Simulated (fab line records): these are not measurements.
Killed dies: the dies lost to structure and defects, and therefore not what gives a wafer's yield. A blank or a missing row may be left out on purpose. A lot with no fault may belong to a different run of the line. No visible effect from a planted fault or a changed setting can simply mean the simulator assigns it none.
Matching of chambers / flow nand_harc / 3 sister chambers for NHARC_A_CONTACT_DEP_24 on pecvd-03
The step deposits SiO2, target thk 500 nm. 3 wafers are shown with their chamber, then 8 later ones without.

== EACH WAFER AND ITS CHAMBER ==
wafer=L083.1; chamber=2; throttle_valve_pct (%)=16.5
wafer=L083.6; chamber=0; throttle_valve_pct (%)=16.2
wafer=L090.2; chamber=1; throttle_valve_pct (%)=15.3

== WAFERS WITHOUT THEIR CHAMBER ==
wafer=L090.4; throttle_valve_pct (%)=16.3
wafer=L090.5; throttle_valve_pct (%)=16.5
wafer=L092.1; throttle_valve_pct (%)=15.3
wafer=L092.3; throttle_valve_pct (%)=15.7
wafer=L092.6; throttle_valve_pct (%)=15.7
wafer=L096.2; throttle_valve_pct (%)=15.3
wafer=L096.3; throttle_valve_pct (%)=15.5
wafer=L096.4; throttle_valve_pct (%)=15.2

== CHAMBER TAKEN BY EACH ==
wafer=L090.4; from the rows above=can't be placed: 0 or 2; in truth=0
wafer=L090.5; from the rows above=can't be placed: 2 or 0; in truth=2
wafer=L092.1; from the rows above=1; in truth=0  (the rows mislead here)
wafer=L092.3; from the rows above=can't be placed: 1 or 0 or 2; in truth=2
wafer=L092.6; from the rows above=can't be placed: 1 or 0 or 2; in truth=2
wafer=L096.2; from the rows above=1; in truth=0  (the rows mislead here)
wafer=L096.3; from the rows above=1; in truth=1
wafer=L096.4; from the rows above=1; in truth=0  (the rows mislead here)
Correct placement for 1 of the 8. Not placeable from these rows: 4 (in 4, the candidates include the true chamber). 3 placed wrongly.
How it was worked out, from the rows above alone: a wafer's distance from a chamber is the root of the sum, over the readings, of the square of ((its reading less the chamber's mean) divided by the reading's scatter). If the next closest chamber is less than 2 further off than the closest, the wafer can't be placed; otherwise it belongs to the closest. Each chamber's mean is taken over the wafers shown for it. The scatter: root of mean squared gap, hidden wafer to nearest shown wafer, with one shown wafer a chamber.
